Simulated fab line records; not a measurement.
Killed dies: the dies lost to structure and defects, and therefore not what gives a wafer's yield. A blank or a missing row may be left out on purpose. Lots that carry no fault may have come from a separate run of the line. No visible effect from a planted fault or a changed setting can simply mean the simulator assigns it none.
fab line records :: flow nandHarc
[record]
  lots = 7
  wafers = 21
  lastDay = 24
route steps=1159 shown P_M2@349 P_BONDPAD@351
lots that met no fault: from a run of the same line without faults
startH: the number of hours between the record's first day and the start of the first shown wafer of the lot :: waitH: hours from the lot's prior step to this one :: " same as the row above :: L1.1+2: a row that stands for several wafers :: - value missing, or start not given :: * or withheld: withheld :: < > ~ a bound
route shown NAME@n: a module of which the file shows steps, and the number in the route of the first :: usual: the fault-free wafers' mean and standard deviation :: same: alike in all rows :: chamber/n: place in a boat :: sites: readings site by site :: _std_site: standard deviation across them :: _edge_site: the outer-site mean with the inner-site mean subtracted :: radiusMm: for every site, how far away it sits from the centre of the wafer :: mask NAME#n: copy n :: behind: the last tool/chamber to shape the wafer :: hold: why the lot was held/for how many hours/how that ended :: device: names the non-switching transistor (n, p or np) :: end of line: tests of these same wafers at the route's end :: a step given without rows: its recipe and nothing more :: killed: dies lost to structure and defects at the first sort, not the wafer's yield :: map: per-die view of a wafer (x killed, . not killed, _ where there is no die)
set.NAME: setting as actually run; set.NAME@STEP: the setting as run at that earlier step :: model.NAME: the simulator's own value behind a step, which no gauge read
lots seen at some steps along the route; tables by step, rows by wafer
services: from which hour (startH, from the record's first day; less than 0 if before it) a tool's chamber was out of use, for how many hours, and why
[[steps]]
[step NHARC_P_M2_PRE_CLEAN_32]
[recipe]
  timeS = 12
  tempC = 370
  rfPowerW = 300
  gas = NH3
[usual]
  heaterPowerW = 624/64
lot.wafer: L811.1
tool: pecvd-03
chamber: 0
startH: 159.96
waitH: 0.1
heaterPowerW: 473
sinceWetCleanH: 36

lot.wafer: L811.2
tool: pecvd-03
chamber: 1
startH: 159.96
waitH: 0.1
heaterPowerW: 670
sinceWetCleanH: 36

lot.wafer: L811.6
tool: pecvd-03
chamber: 1
startH: 159.96
waitH: 0.1
heaterPowerW: 650
sinceWetCleanH: -

lot.wafer: L812.2
tool: pecvd-01
chamber: 2
startH: 171.14
waitH: 0.1
heaterPowerW: 551
sinceWetCleanH: 102

lot.wafer: L812.3
tool: pecvd-01
chamber: 1
startH: 171.14
waitH: 0.1
heaterPowerW: 702
sinceWetCleanH: 102

lot.wafer: L812.6
tool: pecvd-01
chamber: 0
startH: 171.14
waitH: 0.1
heaterPowerW: 630
sinceWetCleanH: -

lot.wafer: L813.1
tool: pecvd-03
chamber: 1
startH: 176.83
waitH: 0.1
heaterPowerW: 700
sinceWetCleanH: 53

lot.wafer: L813.5
tool: pecvd-03
chamber: 1
startH: 176.83
waitH: 0.1
heaterPowerW: 713
sinceWetCleanH: -

lot.wafer: L813.6
tool: pecvd-03
chamber: 2
startH: 176.83
waitH: 0.1
heaterPowerW: 703
sinceWetCleanH: -

lot.wafer: L815.1
tool: pecvd-04
chamber: 1
startH: 191.37
waitH: 0.1
heaterPowerW: 576
sinceWetCleanH: 164

lot.wafer: L815.3
tool: pecvd-04
chamber: 2
startH: 191.37
waitH: 0.1
heaterPowerW: 645
sinceWetCleanH: 164

lot.wafer: L815.6
tool: pecvd-04
chamber: 1
startH: 191.37
waitH: 0.1
heaterPowerW: 575
sinceWetCleanH: -

lot.wafer: L818.3
tool: pecvd-01
chamber: 1
startH: 205.86
waitH: 0.1
heaterPowerW: 650
sinceWetCleanH: -

lot.wafer: L818.5
tool: pecvd-01
chamber: 1
startH: 205.86
waitH: 0.1
heaterPowerW: 624
sinceWetCleanH: -

lot.wafer: L818.6
tool: pecvd-01
chamber: 0
startH: 205.86
waitH: 0.1
heaterPowerW: 566
sinceWetCleanH: -

lot.wafer: L824.4
tool: pecvd-03
chamber: 0
startH: 235.94
waitH: 0.1
heaterPowerW: 568
sinceWetCleanH: -

lot.wafer: L824.3
tool: pecvd-03
chamber: 2
startH: 235.94
waitH: 0.1
heaterPowerW: 638
sinceWetCleanH: -

lot.wafer: L824.5
tool: pecvd-03
chamber: 0
startH: 235.94
waitH: 0.1
heaterPowerW: 566
sinceWetCleanH: -

lot.wafer: L827.1
tool: pecvd-04
chamber: 1
startH: 255.72
waitH: 0.4
heaterPowerW: 606
sinceWetCleanH: 48

lot.wafer: L827.5
tool: pecvd-04
chamber: 0
startH: 255.72
waitH: 0.4
heaterPowerW: 644
sinceWetCleanH: -

lot.wafer: L827.6
tool: pecvd-04
chamber: 1
startH: 255.72
waitH: 0.4
heaterPowerW: 597
sinceWetCleanH: -
[step NHARC_P_M2_DEP_33]
[recipe]
  targetThkA = 300
  tempC = 370
  targetThkNm = 30
  pressureTorr = 3
  flowSccm = 200
  rfW = 450
  material = SiCN
[usual]
  heaterPowerW = 570/62
lot.wafer: L811.1
tool: pecvd-03
chamber: 0
startH: 160.04
waitH: 0.1
heaterPowerW: 421
sinceWetCleanH: 36

lot.wafer: L811.2
tool: pecvd-03
chamber: 1
startH: 160.04
waitH: 0.1
heaterPowerW: 599
sinceWetCleanH: 36

lot.wafer: L811.6
tool: pecvd-03
chamber: 1
startH: 160.04
waitH: 0.1
heaterPowerW: 619
sinceWetCleanH: -

lot.wafer: L812.2
tool: pecvd-01
chamber: 2
startH: 171.22
waitH: 0.1
heaterPowerW: 520
sinceWetCleanH: 102

lot.wafer: L812.3
tool: pecvd-01
chamber: 1
startH: 171.22
waitH: 0.1
heaterPowerW: 617
sinceWetCleanH: 102

lot.wafer: L812.6
tool: pecvd-01
chamber: 0
startH: 171.22
waitH: 0.1
heaterPowerW: 526
sinceWetCleanH: -

lot.wafer: L813.1
tool: pecvd-03
chamber: 1
startH: 176.91
waitH: 0.1
heaterPowerW: 553
sinceWetCleanH: 53

lot.wafer: L813.5
tool: pecvd-03
chamber: 1
startH: 176.91
waitH: 0.1
heaterPowerW: 562
sinceWetCleanH: -

lot.wafer: L813.6
tool: pecvd-03
chamber: 2
startH: 176.91
waitH: 0.1
heaterPowerW: 610
sinceWetCleanH: -

lot.wafer: L815.1
tool: pecvd-04
chamber: 1
startH: 191.45
waitH: 0.1
heaterPowerW: 453
sinceWetCleanH: 164

lot.wafer: L815.3
tool: pecvd-04
chamber: 2
startH: 191.45
waitH: 0.1
heaterPowerW: 679
sinceWetCleanH: 164

lot.wafer: L815.6
tool: pecvd-04
chamber: 1
startH: 191.45
waitH: 0.1
heaterPowerW: 461
sinceWetCleanH: -

lot.wafer: L818.3
tool: pecvd-01
chamber: 1
startH: 206.07
waitH: 0.2
heaterPowerW: 555
sinceWetCleanH: -

lot.wafer: L818.5
tool: pecvd-01
chamber: 1
startH: 206.07
waitH: 0.2
heaterPowerW: 553
sinceWetCleanH: -

lot.wafer: L818.6
tool: pecvd-01
chamber: 0
startH: 206.07
waitH: 0.2
heaterPowerW: 606
sinceWetCleanH: -

lot.wafer: L824.4
tool: pecvd-03
chamber: 0
startH: 236.15
waitH: 0.2
heaterPowerW: 518
sinceWetCleanH: -

lot.wafer: L824.3
tool: pecvd-03
chamber: 2
startH: 236.15
waitH: 0.2
heaterPowerW: 667
sinceWetCleanH: -

lot.wafer: L824.5
tool: pecvd-03
chamber: 0
startH: 236.15
waitH: 0.2
heaterPowerW: 507
sinceWetCleanH: -

lot.wafer: L827.1
tool: pecvd-04
chamber: 1
startH: 255.86
waitH: 0.1
heaterPowerW: 545
sinceWetCleanH: 48

lot.wafer: L827.5
tool: pecvd-04
chamber: 0
startH: 255.86
waitH: 0.1
heaterPowerW: 643
sinceWetCleanH: -

lot.wafer: L827.6
tool: pecvd-04
chamber: 1
startH: 255.86
waitH: 0.1
heaterPowerW: 561
sinceWetCleanH: -
[step NHARC_P_BONDPAD_DEP_00]
[recipe]
  targetThkA = 2500
  tempC = 370
  targetThkNm = 250
  pressureTorr = 3
  flowSccm = 200
  rfW = 450
  material = SiCN
[usual]
  heaterPowerW = 584/67
lot.wafer: L811.1
tool: pecvd-03
chamber: 2
startH: -
waitH: -
heaterPowerW: 643
sinceWetCleanH: 37

lot.wafer: L811.2
tool: pecvd-03
chamber: 0
startH: -
waitH: -
heaterPowerW: 477
sinceWetCleanH: 37

lot.wafer: L811.6
tool: pecvd-03
chamber: 2
startH: -
waitH: -
heaterPowerW: 647
sinceWetCleanH: -

lot.wafer: L812.3
tool: pecvd-03
chamber: 2
startH: 171.63
waitH: -
heaterPowerW: 640
sinceWetCleanH: 48

lot.wafer: L812.2
tool: pecvd-03
chamber: 0
startH: 171.63
waitH: -
heaterPowerW: 513
sinceWetCleanH: 48

lot.wafer: L812.6
tool: pecvd-03
chamber: 2
startH: 171.63
waitH: -
heaterPowerW: 666
sinceWetCleanH: -

lot.wafer: L813.1
tool: pecvd-04
chamber: 1
startH: 177.37
waitH: -
heaterPowerW: 450
sinceWetCleanH: 150

lot.wafer: L813.6
tool: pecvd-04
chamber: 0
startH: 177.37
waitH: -
heaterPowerW: 513
sinceWetCleanH: -

lot.wafer: L813.5
tool: pecvd-04
chamber: 2
startH: 177.37
waitH: -
heaterPowerW: 672
sinceWetCleanH: -

lot.wafer: L815.1
tool: pecvd-04
chamber: 2
startH: -
waitH: -
heaterPowerW: 683
sinceWetCleanH: 165

lot.wafer: L815.3
tool: pecvd-04
chamber: 0
startH: -
waitH: -
heaterPowerW: 524
sinceWetCleanH: 165

lot.wafer: L815.6
tool: pecvd-04
chamber: 0
startH: -
waitH: -
heaterPowerW: 552
sinceWetCleanH: -

lot.wafer: L818.3
tool: pecvd-03
chamber: 0
startH: 206.49
waitH: 0.4
heaterPowerW: 500
sinceWetCleanH: 83

lot.wafer: L818.6
tool: pecvd-03
chamber: 1
startH: 206.49
waitH: 0.4
heaterPowerW: 688
sinceWetCleanH: -

lot.wafer: L818.5
tool: pecvd-03
chamber: 2
startH: 206.49
waitH: 0.4
heaterPowerW: 543
sinceWetCleanH: -

lot.wafer: L824.3
tool: pecvd-04
chamber: 1
startH: 236.56
waitH: 0.3
heaterPowerW: 523
sinceWetCleanH: 29

lot.wafer: L824.5
tool: pecvd-04
chamber: 1
startH: 236.56
waitH: 0.3
heaterPowerW: 524
sinceWetCleanH: -

lot.wafer: L824.4
tool: pecvd-04
chamber: 0
startH: 236.56
waitH: 0.3
heaterPowerW: 683
sinceWetCleanH: -

lot.wafer: L827.1
tool: pecvd-03
chamber: 2
startH: 256.18
waitH: -
heaterPowerW: 596
sinceWetCleanH: 132

lot.wafer: L827.5
tool: pecvd-03
chamber: 2
startH: 256.18
waitH: -
heaterPowerW: 607
sinceWetCleanH: -

lot.wafer: L827.6
tool: pecvd-03
chamber: 0
startH: 256.18
waitH: -
heaterPowerW: 498
sinceWetCleanH: -
[step NHARC_P_BONDPAD_CMP_32]
[recipe]
  targetThkNm = 200
  material = SiCN
[usual]
  motorCurrentA = 12.2/1.4
  padLifeWafers = 286/170
lot.wafer: L811.2
tool: cmp-02
chamber: 2
startH: 160.88
waitH: -
motorCurrentA: 13.8
padLifeWafers: 144

lot.wafer: L811.1
tool: cmp-02
chamber: 3
startH: 160.88
waitH: -
motorCurrentA: 10.8
padLifeWafers: 145

lot.wafer: L811.6
tool: cmp-02
chamber: 2
startH: 160.88
waitH: -
motorCurrentA: 13.2
padLifeWafers: -

lot.wafer: L812.3
tool: cmp-03
chamber: 2
startH: 172.04
waitH: -
motorCurrentA: 10.9
padLifeWafers: 24

lot.wafer: L812.2
tool: cmp-03
chamber: 3
startH: 172.04
waitH: -
motorCurrentA: 14.5
padLifeWafers: 25

lot.wafer: L812.6
tool: cmp-03
chamber: 3
startH: 172.04
waitH: -
motorCurrentA: 15.4
padLifeWafers: -

lot.wafer: L813.1
tool: cmp-03
chamber: 3
startH: 177.78
waitH: -
motorCurrentA: 14.3
padLifeWafers: 68

lot.wafer: L813.6
tool: cmp-03
chamber: 1
startH: 177.78
waitH: -
motorCurrentA: 12.7
padLifeWafers: -

lot.wafer: L813.5
tool: cmp-03
chamber: 2
startH: 177.78
waitH: -
motorCurrentA: 10.8
padLifeWafers: -

lot.wafer: L815.1
tool: cmp-01
chamber: 0
startH: 192.27
waitH: -
motorCurrentA: 11.7
padLifeWafers: 54

lot.wafer: L815.3
tool: cmp-01
chamber: 2
startH: 192.27
waitH: -
motorCurrentA: 10.8
padLifeWafers: 56

lot.wafer: L815.6
tool: cmp-01
chamber: 1
startH: 192.27
waitH: -
motorCurrentA: 12.2
padLifeWafers: -

lot.wafer: L818.3
tool: cmp-01
chamber: 3
startH: 207.09
waitH: -
motorCurrentA: 13.4
padLifeWafers: 140

lot.wafer: L818.5
tool: cmp-01
chamber: 1
startH: 207.09
waitH: -
motorCurrentA: 12.3
padLifeWafers: -

lot.wafer: L818.6
tool: cmp-01
chamber: 2
startH: 207.09
waitH: -
motorCurrentA: 10.5
padLifeWafers: -

lot.wafer: L824.4
tool: cmp-01
chamber: 2
startH: 237.00
waitH: -
motorCurrentA: 11.0
padLifeWafers: 367

lot.wafer: L824.3
tool: cmp-01
chamber: 0
startH: 237.00
waitH: -
motorCurrentA: 12.0
padLifeWafers: 369

lot.wafer: L824.5
tool: cmp-01
chamber: 1
startH: 237.00
waitH: -
motorCurrentA: 11.1
padLifeWafers: -

lot.wafer: L827.1
tool: cmp-01
chamber: 3
startH: 256.62
waitH: -
motorCurrentA: 12.4
padLifeWafers: 493

lot.wafer: L827.6
tool: cmp-01
chamber: 2
startH: 256.62
waitH: -
motorCurrentA: 10.5
padLifeWafers: -

lot.wafer: L827.5
tool: cmp-01
chamber: 3
startH: 256.62
waitH: -
motorCurrentA: 12.7
padLifeWafers: -
[step NHARC_P_BONDPAD_THK_MEAS_33]
[recipe]
  thkMeasGauge = ellipsometry
[usual]
  thkNm = 199.5/1.5
lot.wafer: L811.1
tool: filmMetro-02
chamber: -
startH: 161.13
waitH: 0.2
thkNm: 198.4

lot.wafer: L811.2
tool: filmMetro-02
chamber: -
startH: 161.13
waitH: 0.2
thkNm: 200.2

lot.wafer: L811.6
tool: filmMetro-02
chamber: -
startH: 161.13
waitH: 0.2
thkNm: 199.1

lot.wafer: L812.2
tool: filmMetro-02
chamber: -
startH: 172.29
waitH: 0.2
thkNm: 196.9

lot.wafer: L812.3
tool: filmMetro-02
chamber: -
startH: 172.29
waitH: 0.2
thkNm: 199.2

lot.wafer: L812.6
tool: filmMetro-02
chamber: -
startH: 172.29
waitH: 0.2
thkNm: 198.8

lot.wafer: L813.1
tool: filmMetro-01
chamber: -
startH: 177.98
waitH: 0.2
thkNm: 199.4

lot.wafer: L813.5
tool: filmMetro-01
chamber: -
startH: 177.98
waitH: 0.2
thkNm: 197.7

lot.wafer: L813.6
tool: filmMetro-01
chamber: -
startH: 177.98
waitH: 0.2
thkNm: 199.0

lot.wafer: L815.1
tool: filmMetro-01
chamber: -
startH: 192.52
waitH: 0.2
thkNm: 199.3

lot.wafer: L815.3
tool: filmMetro-01
chamber: -
startH: 192.52
waitH: 0.2
thkNm: 198.8

lot.wafer: L815.6
tool: filmMetro-01
chamber: -
startH: 192.52
waitH: 0.2
thkNm: 199.5

lot.wafer: L818.3
tool: filmMetro-02
chamber: -
startH: 207.29
waitH: 0.2
thkNm: 199.2

lot.wafer: L818.5
tool: filmMetro-02
chamber: -
startH: 207.29
waitH: 0.2
thkNm: 201.2

lot.wafer: L818.6
tool: filmMetro-02
chamber: -
startH: 207.29
waitH: 0.2
thkNm: 197.3

lot.wafer: L824.3
tool: filmMetro-01
chamber: -
startH: 237.22
waitH: 0.2
thkNm: 200.2

lot.wafer: L824.4
tool: filmMetro-01
chamber: -
startH: 237.22
waitH: 0.2
thkNm: 197.9

lot.wafer: L824.5
tool: filmMetro-01
chamber: -
startH: 237.22
waitH: 0.2
thkNm: 198.3

lot.wafer: L827.1
tool: filmMetro-02
chamber: -
startH: 256.85
waitH: 0.2
thkNm: 200.6

lot.wafer: L827.5
tool: filmMetro-02
chamber: -
startH: 256.85
waitH: 0.2
thkNm: 199.9

lot.wafer: L827.6
tool: filmMetro-02
chamber: -
startH: 256.85
waitH: 0.2
thkNm: 201.1
[step NHARC_P_BONDPAD_SRD_34]
[step NHARC_P_BONDPAD_DEHYDRATE_01]
[recipe]
  tempC = 150
  timeS = 120
[step NHARC_P_BONDPAD_HMDS_02]
[recipe]
  timeS = 30
[step NHARC_P_BONDPAD_COAT_36]
[recipe]
  tempC = 200
  timeS = 65
[step NHARC_P_BONDPAD_COAT_03]
[recipe]
  spinRpm = 2000
  resistThkNm = 600
[step NHARC_P_BONDPAD_SOFTBAKE_04]
[recipe]
  tempC = 125
  timeS = 70
[step NHARC_P_BONDPAD_EBR_05]
[step NHARC_P_BONDPAD_EXPOSE_06]
[recipe]
  na = 0.55
  doseMj = 37.06
  maskId = P_BPAD
[usual]
  exposureDoseMJCm2 = 37.04/0.043
  focusOffsetNm = 0.0/0.53
lot.wafer: L811.1
tool: krfScanner-04
chamber: -
startH: 161.59
waitH: -
mask: P_BPAD#0
exposureDoseMJCm2: -
focusOffsetNm: -

lot.wafer: L811.2
tool: krfScanner-04
chamber: -
startH: 161.59
waitH: -
mask: P_BPAD#0
exposureDoseMJCm2: -
focusOffsetNm: -

lot.wafer: L811.6
tool: krfScanner-04
chamber: -
startH: 161.59
waitH: -
mask: P_BPAD#0
exposureDoseMJCm2: -
focusOffsetNm: -

lot.wafer: L812.2
tool: krfScanner-01
chamber: -
startH: 172.73
waitH: -
mask: P_BPAD#0
exposureDoseMJCm2: -
focusOffsetNm: -

lot.wafer: L812.3
tool: krfScanner-01
chamber: -
startH: 172.73
waitH: -
mask: P_BPAD#0
exposureDoseMJCm2: -
focusOffsetNm: -

lot.wafer: L812.6
tool: krfScanner-01
chamber: -
startH: 172.73
waitH: -
mask: P_BPAD#0
exposureDoseMJCm2: -
focusOffsetNm: -

lot.wafer: L813.1
tool: krfScanner-01
chamber: -
startH: 178.27
waitH: -
mask: P_BPAD#0
exposureDoseMJCm2: -
focusOffsetNm: -

lot.wafer: L813.5
tool: krfScanner-01
chamber: -
startH: 178.27
waitH: -
mask: P_BPAD#0
exposureDoseMJCm2: -
focusOffsetNm: -

lot.wafer: L813.6
tool: krfScanner-01
chamber: -
startH: 178.27
waitH: -
mask: P_BPAD#0
exposureDoseMJCm2: -
focusOffsetNm: -

lot.wafer: L815.1
tool: krfScanner-03
chamber: 0
startH: 192.93
waitH: -
mask: P_BPAD#0
exposureDoseMJCm2: 36.99
focusOffsetNm: 0.1

lot.wafer: L815.3
tool: krfScanner-03
chamber: 0
startH: 192.93
waitH: -
mask: P_BPAD#0
exposureDoseMJCm2: 36.97
focusOffsetNm: -0.4

lot.wafer: L815.6
tool: krfScanner-03
chamber: 0
startH: 192.93
waitH: -
mask: P_BPAD#0
exposureDoseMJCm2: 37.01
focusOffsetNm: -0.1

lot.wafer: L818.3
tool: krfScanner-01
chamber: 0
startH: 207.72
waitH: -
mask: P_BPAD#0
exposureDoseMJCm2: 37.04
focusOffsetNm: -0.4

lot.wafer: L818.5
tool: krfScanner-01
chamber: 0
startH: 207.72
waitH: -
mask: P_BPAD#0
exposureDoseMJCm2: 37.06
focusOffsetNm: -0.6

lot.wafer: L818.6
tool: krfScanner-01
chamber: 0
startH: 207.72
waitH: -
mask: P_BPAD#0
exposureDoseMJCm2: 37.04
focusOffsetNm: -0.9

lot.wafer: L824.3
tool: krfScanner-04
chamber: 0
startH: 237.64
waitH: -
mask: P_BPAD#0
exposureDoseMJCm2: 37.00
focusOffsetNm: 0.6

lot.wafer: L824.4
tool: krfScanner-04
chamber: 0
startH: 237.64
waitH: -
mask: P_BPAD#0
exposureDoseMJCm2: 36.96
focusOffsetNm: 0.6

lot.wafer: L824.5
tool: krfScanner-04
chamber: 0
startH: 237.64
waitH: -
mask: P_BPAD#0
exposureDoseMJCm2: 37.02
focusOffsetNm: -0.3

lot.wafer: L827.1
tool: krfScanner-04
chamber: 0
startH: 257.26
waitH: -
mask: P_BPAD#0
exposureDoseMJCm2: 37.02
focusOffsetNm: 0.7

lot.wafer: L827.5
tool: krfScanner-04
chamber: 0
startH: 257.26
waitH: -
mask: P_BPAD#0
exposureDoseMJCm2: 37.06
focusOffsetNm: 0.4

lot.wafer: L827.6
tool: krfScanner-04
chamber: 0
startH: 257.26
waitH: -
mask: P_BPAD#0
exposureDoseMJCm2: 37.05
focusOffsetNm: 0.3
[step NHARC_P_BONDPAD_PEB_07]
[recipe]
  pebTempC = 128
  pebTimeS = 80
[[services]]
tool: cmp-03
chamber: -
startH: 144.78
hours: 0.5
kind: repair

tool: cmp-01
chamber: -
startH: 145.22
hours: 1.7
kind: repair

tool: cmp-03
chamber: -
startH: 158.89
hours: 4.0
kind: pm

tool: pecvd-04
chamber: 0
startH: 163.40
hours: 2.0
kind: repair

tool: krfScanner-03
chamber: -
startH: 168.00
hours: 4.0
kind: pm

tool: cmp-03
chamber: -
startH: 168.37
hours: 3.5
kind: repair

tool: cmp-01
chamber: -
startH: 179.65
hours: 4.0
kind: pm

tool: krfScanner-04
chamber: -
startH: 183.30
hours: 0.8
kind: repair

tool: pecvd-01
chamber: 2
startH: 188.40
hours: 30.7
kind: repair

tool: pecvd-04
chamber: -
startH: 195.11
hours: 13.0
kind: pm

tool: pecvd-04
chamber: 0
startH: 195.11
hours: 13.0
kind: ventCycle

tool: pecvd-04
chamber: 1
startH: 195.11
hours: 13.0
kind: ventCycle

tool: pecvd-04
chamber: 2
startH: 195.11
hours: 14.7
kind: ventCycle

tool: krfScanner-04
chamber: -
startH: 195.95
hours: 19.4
kind: repair

tool: cmp-02
chamber: -
startH: 201.78
hours: 12.6
kind: repair

tool: pecvd-04
chamber: 0
startH: 208.11
hours: -
kind: clean

tool: cmp-02
chamber: -
startH: 226.62
hours: 4.0
kind: pm

tool: cmp-03
chamber: -
startH: 227.37
hours: 2.7
kind: repair

tool: krfScanner-01
chamber: -
startH: 230.54
hours: 0.9
kind: repair

tool: pecvd-01
chamber: -
startH: 237.31
hours: 13.0
kind: pm

tool: cmp-01
chamber: -
startH: 253.05
hours: 2.2
kind: repair

tool: cmp-02
chamber: -
startH: 254.97
hours: 2.5
kind: repair

tool: krfScanner-01
chamber: -
startH: 256.00
hours: 4.0
kind: pm

tool: cmp-03
chamber: -
startH: 256.89
hours: 4.0
kind: pm
[[key]]
[firstSign]
  step = NHARC_P_BONDPAD_EXPOSE_06
  reading = toolRecord
  direction = missing
effect none on later readings
metAt NHARC_P_BONDPAD_EXPOSE_06
struckWafers L811.1,L811.2,L811.6,L812.2,L812.3,L812.6,L813.1,L813.5,L813.6
laterRowsLeftOut L811.1,L811.2,L811.6,L812.2,L812.3,L812.6,L813.1,L813.5,L813.6
sortLeftOut L811.1,L811.2,L811.6,L812.2,L812.3,L812.6,L813.1,L813.5,L813.6
[fault]
  kind = skippedStepWhole
  tool = krfScanner-01,krfScanner-04
  chamber = -
  onsetH = 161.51
  steps = NHARC_P_BONDPAD_EXPOSE_06
  scope = struckLotsOnly
// sortLeftOut: the simulated sort isn't trusted on such a fault, so these wafers' sort isn't shown, and their yield isn't known
// laterRowsLeftOut: the simulator's readings of these wafers behind a module that went badly wrong aren't trusted and aren't shown, but for the sort
